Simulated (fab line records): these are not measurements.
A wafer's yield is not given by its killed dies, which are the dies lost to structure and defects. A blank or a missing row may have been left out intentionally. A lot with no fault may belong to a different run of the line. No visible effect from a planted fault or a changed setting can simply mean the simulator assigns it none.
Chamber matching | flow n5Finfet | rieDiel-05 running N5_BEOL_M2_ETCH_64: 4 sister chambers
The step etches SOC in N2/H2, target depth 75 nm, overetch 22.5 nm, time 121.9 s. 20 wafers are shown with their chamber, then 10 later ones without.

WAFERS WITH THEIR CHAMBER
wafer  | chamber | drypumpMotorCurrentA (A) | showerheadPlenumPTorr (Torr) | throttleValvePct (%)
L074.3 | 2       | 5.2                      | 2.57                         | 17.26
L074.4 | 2       | 5.2                      | 2.57                         | 17.24
L074.5 | 3       | 4.9                      | 2.43                         | 17.85
L075.2 | 2       | 5.2                      | 2.57                         | 17.26
L075.4 | 3       | 4.9                      | 2.43                         | 17.85
L075.6 | 1       | 6.4                      | 2.46                         | 18.00
L078.1 | 1       | 6.4                      | 2.46                         | 17.99
L078.2 | 0       | 5.9                      | 2.51                         | 17.43
L078.6 | 1       | 6.4                      | 2.46                         | 18.01
L081.2 | 0       | 6.0                      | 2.51                         | 17.45
L081.4 | 2       | 5.2                      | 2.56                         | 17.29
L081.6 | 0       | 5.9                      | 2.51                         | 17.45
L083.3 | 2       | 5.2                      | 2.56                         | 17.30
L083.5 | 3       | 4.9                      | 2.42                         | 17.88
L083.6 | 2       | 5.2                      | 2.56                         | 17.29
L085.1 | 0       | 6.0                      | 2.51                         | 17.45
L085.3 | 3       | 4.9                      | 2.42                         | 17.88
L085.6 | 2       | 5.2                      | 2.56                         | 17.30
L087.1 | 0       | 5.9                      | 2.51                         | 17.47
L087.4 | 3       | 4.8                      | 2.42                         | 17.91

SIGNATURES, as means of the wafers listed above
reading               | chamber 0 | chamber 1 | chamber 2 | chamber 3 | scatter within a chamber
drypumpMotorCurrentA  | 5.940     | 6.400     | 5.200     | 4.880     | 0.0354
showerheadPlenumPTorr | 2.5100    | 2.4600    | 2.5643    | 2.4240    | 0.00427
throttleValvePct      | 17.4500   | 18.0000   | 17.2771   | 17.8740   | 0.0207
Rule: a wafer lies at a distance from a chamber equal to the root of the sum of squares, over the readings, of (its reading less the chamber's mean, divided by the reading's scatter). The wafer belongs to the nearest chamber; if the next one is less than 2 further off, it can't be placed. The scatter: the root of (the sum of the squares of (reading less its chamber's mean) over the shown wafers, divided by (wafers less chambers)).

WAFERS WITHOUT THEIR CHAMBER
wafer  | drypumpMotorCurrentA (A) | showerheadPlenumPTorr (Torr) | throttleValvePct (%)
L087.6 | 4.9                      | 2.42                         | 17.88
L091.4 | 5.2                      | 2.56                         | 17.33
L091.5 | 5.9                      | 2.50                         | 17.47
L091.6 | 4.9                      | 2.42                         | 17.91
L092.2 | 5.9                      | 2.50                         | 17.48
L092.3 | 4.9                      | 2.41                         | 17.92
L092.5 | 6.5                      | 2.45                         | 18.05
L097.1 | 5.9                      | 2.50                         | 17.47
L097.2 | 4.9                      | 2.41                         | 17.93
L097.6 | 5.2                      | 2.55                         | 17.35

WHICH CHAMBER EACH WENT THROUGH
wafer  | from the rows above | in truth
L087.6 | 3                   | 3
L091.4 | 2                   | 2
L091.5 | 0                   | 0
L091.6 | 3                   | 3
L092.2 | 0                   | 0
L092.3 | 3                   | 3
L092.5 | 1                   | 1
L097.1 | 0                   | 0
L097.2 | 3                   | 3
L097.6 | 2                   | 2
Correct placement for 10 of the 10. From these rows, 0 cannot be placed. 0 placed wrongly.
